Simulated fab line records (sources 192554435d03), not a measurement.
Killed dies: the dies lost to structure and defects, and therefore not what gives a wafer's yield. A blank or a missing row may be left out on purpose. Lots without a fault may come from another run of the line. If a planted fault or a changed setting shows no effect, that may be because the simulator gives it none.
Chamber matching :: flow n5 finfet :: N5_BEOL_M7_ETCH_66 on rie diel-01 has 4 sister chambers
The step etches SOC in N2/H2, target depth 80 nm, overetch 16 nm, time 120 s. 4 wafers are shown with their chamber, then 7 later ones without.

WAFERS WITH THEIR CHAMBER
wafer: L080.1
chamber: 1
drypump motor current A (A): 5.62

wafer: L084.1
chamber: 2
drypump motor current A (A): 5.68

wafer: L085.1
chamber: 0
drypump motor current A (A): 5.09

wafer: L085.2
chamber: 3
drypump motor current A (A): 5.67

WAFERS WITH NO CHAMBER GIVEN
wafer: L085.6
drypump motor current A (A): 5.69

wafer: L088.1
drypump motor current A (A): 5.08

wafer: L088.2
drypump motor current A (A): 5.65

wafer: L088.5
drypump motor current A (A): 5.62

wafer: L092.1
drypump motor current A (A): 5.69

wafer: L092.3
drypump motor current A (A): 5.60

wafer: L092.5
drypump motor current A (A): 5.08

WHICH CHAMBER EACH WENT THROUGH
wafer: L085.6
from the rows above: can't be placed: 2 or 3
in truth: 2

wafer: L088.1
from the rows above: 0
in truth: 0

wafer: L088.2
from the rows above: can't be placed: 3 or 2 or 1
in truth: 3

wafer: L088.5
from the rows above: 1
in truth: 1

wafer: L092.1
from the rows above: can't be placed: 2 or 3
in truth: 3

wafer: L092.3
from the rows above: 1
in truth: 1

wafer: L092.5
from the rows above: 0
in truth: 0
Placed correctly: 4 of 7. Can't be placed from these rows: 3 (the true chamber is among the candidates in 3). Placed wrongly: 0.
How it was worked out, from the rows above alone: a wafer's distance from a chamber is the root of the sum, over the readings, of the square of ((its reading less the chamber's mean) divided by the reading's scatter). The wafer belongs to the nearest chamber; if the next one is less than 2 further off, it can't be placed. A chamber's mean is the mean of its shown wafers. The scatter: with one shown wafer a chamber, the root of the mean of the squares of how far each hidden wafer lies from its nearest shown one.
